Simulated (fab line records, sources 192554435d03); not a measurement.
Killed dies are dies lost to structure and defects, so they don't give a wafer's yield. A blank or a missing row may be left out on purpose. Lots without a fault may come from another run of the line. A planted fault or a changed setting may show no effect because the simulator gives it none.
Which tool did it? | flow n5_finfet | 10 lots, 30 wafers sampled, at 5 steps of a route of 1938

WHAT THE GAUGES READ, wafer by wafer
N5_BEOL_M2_INSPECT_59: inspects for defects (darkfield). Usual: raw_defect_count 73, standard deviation 20.
lot  | measured     | on                | raw_defect_count | flag
L375 | day 7 10:37  | defect_inspect-01 | 40 55 68         |
L376 | day 7 17:28  | defect_inspect-02 | 51 70 49         |
L377 | day 7 22:38  | defect_inspect-01 | 64 90 66         |
L378 | day 8 05:10  | defect_inspect-01 | 71 78 66         |
L382 | day 9 04:12  | defect_inspect-02 | 42 45 47         |
L381 | day 9 05:43  | defect_inspect-02 | 82 101 90        |
L384 | day 9 18:49  | defect_inspect-01 | 56 58 62         |
L387 | day 10 13:43 | defect_inspect-02 | 62 80 97         |
L389 | day 11 05:59 | defect_inspect-02 | 69 110 75        |
L395 | day 12 06:20 | defect_inspect-01 | 101 94 93        |

N5_BEOL_M3_THK_MEAS_01. Usual: M3_ILD_THK 79.4 nm, standard deviation 1.
lot  | measured     | on            | M3_ILD_THK (nm) | flag
L375 | day 7 10:44  | film_metro-01 | 79.3 79.0 80.7  |
L376 | day 7 17:35  | film_metro-02 | 78.6 78.8 80.1  |
L377 | day 7 22:44  | film_metro-01 | 77.3 78.2 79.4  |
L378 | day 8 05:16  | film_metro-02 | 80.1 79.6 80.9  |
L382 | day 9 04:18  | film_metro-01 | 79.1 80.0 79.6  |
L381 | day 9 05:49  | film_metro-01 | 78.2 80.1 78.8  |
L384 | day 9 18:56  | film_metro-02 | 79.7 79.0 80.0  |
L387 | day 10 13:49 | film_metro-01 | 77.7 77.9 78.4  |
L389 | day 11 06:06 | film_metro-02 | 78.5 79.9 80.0  |
L395 | day 12 06:26 | film_metro-02 | 79.2 79.2 79.2  |

N5_BEOL_M4_RC_MEAS_101. Usual: DIBL_N 36.2 mV/V, standard deviation 1.4; DIBL_P 36.1 mV/V, standard deviation 1.5; IOFF_N 0.153 nA/um, standard deviation 0.02; IOFF_P 0.215 nA/um, standard deviation 0.03; ION_N 672 uA/um, standard deviation 8.6; ION_P 463 uA/um, standard deviation 6.8; SS_N 71.5 mV/dec, standard deviation 0.47; SS_P 73.3 mV/dec, standard deviation 0.57; VT_N 250.6 mV, standard deviation 2.4; VT_P -249 mV, standard deviation 3.2.
lot  | measured     | on        | DIBL_N (mV/V)  | DIBL_P (mV/V)  | IOFF_N (nA/um)    | IOFF_P (nA/um)    | ION_N (uA/um) | ION_P (uA/um) | SS_N (mV/dec)  | SS_P (mV/dec)  | VT_N (mV)         | VT_P (mV)      | flag
L375 | day 8 07:58  | prober-01 | 38.6 38.9 37.4 | 38.4 38.0 36.7 | 0.186 0.179 0.161 | 0.248 0.249 0.224 | 673 676 667   | 464 461 457   | 71.8 73.0 72.1 | 74.6 73.8 73.5 | 246.8 248.2 249.3 | -245 -247 -250 |
L376 | day 8 11:07  | prober-01 | 37.4 37.1 38.6 | 36.1 34.9 37.0 | 0.166 0.160 0.187 | 0.220 0.197 0.237 | 685 666 667   | 463 457 460   | 71.4 72.1 72.1 | 72.5 72.6 74.1 | 248.1 249.0 248.3 | -248 -251 -251 |
L377 | day 8 22:47  | prober-01 | 36.2 37.4 36.5 | 35.4 36.6 35.7 | 0.146 0.162 0.148 | 0.181 0.185 0.171 | 666 672 667   | 456 455 447   | 71.9 71.7 71.5 | 73.4 74.1 73.5 | 249.2 252.6 253.0 | -255 -255 -255 |
L378 | day 9 03:06  | prober-02 | 36.7 33.9 36.0 | 37.2 33.7 36.6 | 0.156 0.113 0.146 | 0.219 0.172 0.215 | 668 652 662   | 460 455 462   | 71.6 70.8 71.3 | 73.6 71.9 73.3 | 251.8 258.3 250.5 | -251 -254 -251 |
L382 | day 9 22:13  | prober-01 | 35.6 34.5 36.8 | 37.4 36.0 39.1 | 0.153 0.135 0.185 | 0.196 0.181 0.229 | 662 667 685   | 455 455 465   | 70.7 71.2 72.3 | 72.7 72.0 73.3 | 250.1 251.2 245.4 | -252 -253 -249 |
L381 | day 10 03:40 | prober-02 | 34.9 36.1 35.3 | 36.3 37.6 36.3 | 0.130 0.150 0.134 | 0.186 0.212 0.204 | 673 668 673   | 461 463 467   | 71.5 71.2 71.8 | 73.1 73.0 73.3 | 254.1 250.0 253.3 | -253 -251 -251 |
L384 | day 10 20:20 | prober-02 | 36.3 38.6 38.7 | 34.9 38.2 37.5 | 0.144 0.206 0.192 | 0.196 0.250 0.239 | 677 688 672   | 462 464 458   | 71.5 71.5 72.1 | 73.1 74.8 73.9 | 253.0 247.2 248.8 | -252 -246 -248 |
L387 | day 11 06:25 | prober-01 | 36.4 34.8 36.8 | 34.2 32.8 35.0 | 0.148 0.125 0.151 | 0.204 0.186 0.219 | 672 666 671   | 460 462 464   | 71.7 71.0 71.2 | 72.3 73.0 72.6 | 250.5 254.5 252.0 | -250 -249 -248 |
L389 | day 12 05:56 | prober-02 | 34.3 35.7 32.6 | 33.4 34.8 31.0 | 0.122 0.139 0.103 | 0.160 0.177 0.131 | 657 666 656   | 450 453 450   | 70.8 71.0 70.6 | 73.0 72.7 72.2 | 254.2 251.7 255.1 | -257 -253 -259 |
L395 | day 13 08:04 | prober-02 | 35.3 34.6 34.8 | 34.7 34.2 34.0 | 0.139 0.141 0.134 | 0.193 0.188 0.191 | 673 679 679   | 460 464 464   | 71.3 70.8 71.5 | 73.2 74.3 73.3 | 253.2 253.1 251.2 | -250 -254 -251 |

WHICH TOOL RAN EACH LOT (tool, then ch and the chambers of the sampled wafers, then the start)
lot  | N5_BEOL_M3_STRIP_66                | N5_BEOL_M3_EXPOSE_25
L375 | rie_diel-01 ch 1,2, day 7 13:30    | euv_scanner-01 ch 0, day 7 13:54
L376 | rie_diel-06 ch 0,2,3, day 7 19:38  | euv_scanner-01 ch 0, day 7 20:04
L377 | rie_diel-06 ch 0,1, day 8 01:52    | euv_scanner-01 ch 0, day 8 02:25
L378 | rie_diel-05 ch 1,2, day 8 06:53    | euv_scanner-02 ch 0, day 8 07:28
L382 | rie_diel-01 ch 1,2,3, day 9 05:28  | euv_scanner-02 ch 0, day 9 06:01
L381 | rie_diel-05 ch 1,2, day 9 07:04    | euv_scanner-02 ch 0, day 9 07:31
L384 | rie_diel-05 ch 2,3, day 9 21:37    | euv_scanner-01 ch 0, day 9 22:14
L387 | rie_diel-06 ch 1,2, day 10 15:36   | euv_scanner-02 ch 0, day 10 15:59
L389 | rie_diel-01 ch 1,2, day 11 07:39   | euv_scanner-02 ch 0, day 11 08:26
L395 | rie_diel-05 ch 0,1,2, day 12 08:12 | euv_scanner-01 ch 0, day 12 08:44
- N5_BEOL_M3_STRIP_66: strips in CF4.
- N5_BEOL_M3_EXPOSE_25: exposes mask V2, defocus 5 nm.

WHAT THE TOOLS THEMSELVES READ (means of the sampled wafers that have a number; where no wafer has one, the mark that the record gives instead)
N5_BEOL_M3_STRIP_66. Usual: drypump_motor_current_A 5.8 A, standard deviation 0.36; oes_product_au 0.76 a.u., standard deviation 0.076; rf_vpp_V 271.0 V, standard deviation 1.6; showerhead_plenum_p_Torr 1.79 Torr, standard deviation 0.061; throttle_valve_pct 13.69 %, standard deviation 0.25.
lot  | tool        | drypump_motor_current_A (A) | oes_product_au (a.u.) | rf_vpp_V (V) | showerhead_plenum_p_Torr (Torr) | throttle_valve_pct (%) | flag
L375 | rie_diel-01 | 5.9                         | 0.77                  | 272.4        | 1.82                            | 13.82                  |
L376 | rie_diel-06 | 5.9                         | 0.80                  | 271.2        | 1.76                            | 13.55                  |
L377 | rie_diel-06 | 6.2                         | 0.85                  | 272.3        | 1.85                            | 13.35                  |
L378 | rie_diel-05 | 6.3                         | 0.69                  | 270.2        | 1.75                            | 13.99                  |
L382 | rie_diel-01 | 5.7                         | 0.74                  | 271.3        | 1.78                            | 13.82                  |
L381 | rie_diel-05 | 6.3                         | 0.69                  | 270.5        | 1.75                            | 13.99                  |
L384 | rie_diel-05 | 5.6                         | 0.70                  | 268.8        | 1.71                            | 13.94                  |
L387 | rie_diel-06 | 6.2                         | 0.81                  | 272.3        | 1.85                            | 13.58                  |
L389 | rie_diel-01 | 5.9                         | 0.74                  | 271.5        | 1.81                            | 13.90                  |
L395 | rie_diel-05 | 6.1                         | 0.81                  | 272.4        | 1.83                            | 13.61                  |

N5_BEOL_M3_EXPOSE_25. Usual: exposure_dose_mJ_cm2 63.01, standard deviation 0.076.
lot  | tool           | exposure_dose_mJ_cm2 | flag
L375 | euv_scanner-01 | 63.02                |
L376 | euv_scanner-01 | 63.02                |
L377 | euv_scanner-01 | 63.04                |
L378 | euv_scanner-02 | 62.98                |
L382 | euv_scanner-02 | 62.98                |
L381 | euv_scanner-02 | 62.91                |
L384 | euv_scanner-01 | 63.00                |
L387 | euv_scanner-02 | 64.86                | OFF
L389 | euv_scanner-02 | 64.55                | OFF
L395 | euv_scanner-01 | 63.06                |

THE ANSWER, worked out from the rows above alone
Rule: a lot is off if the mean of its wafers that have a number lies more than 3 standard deviations from the usual mean. A lot without any number at a reading at which 4 lots or more have one is off too. The other lots that the step has rows for count as sound. The gauges are gone through in route order, then the tools' own readings, and for those a lot's mean is taken as printed above. The first step at which some lot is off is used, and at that step the reading that is off furthest; a lot without a number counts as furthest.
Off: L387, L389, at N5_BEOL_M3_EXPOSE_25 (exposure_dose_mJ_cm2).
A tool fits if, at that step or a process step before it, it ran every lot that is off, and no sound lot after the first of them. One fits: euv_scanner-02 at N5_BEOL_M3_EXPOSE_25. Its last sound lot is L381 (day 9 07:31), its first lot that is off L387 (day 10 15:59): a fault that began between those two fits.
The tool's own readings at N5_BEOL_M3_EXPOSE_25 bear it out: on the lots that are off they differ by more than 5 times the standard deviation of the sound lots' means. exposure_dose_mJ_cm2 reads 64.70 there against 63.00 on the sound lots.

WHAT THE SIMULATOR HAD PUT IN
Process parameter drift: euv_scanner-02, from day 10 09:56 on, at N5_BEOL_M3_EXPOSE_25. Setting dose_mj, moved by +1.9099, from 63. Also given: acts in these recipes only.
Lots struck among those shown: L387, L389. The rule above found the same.
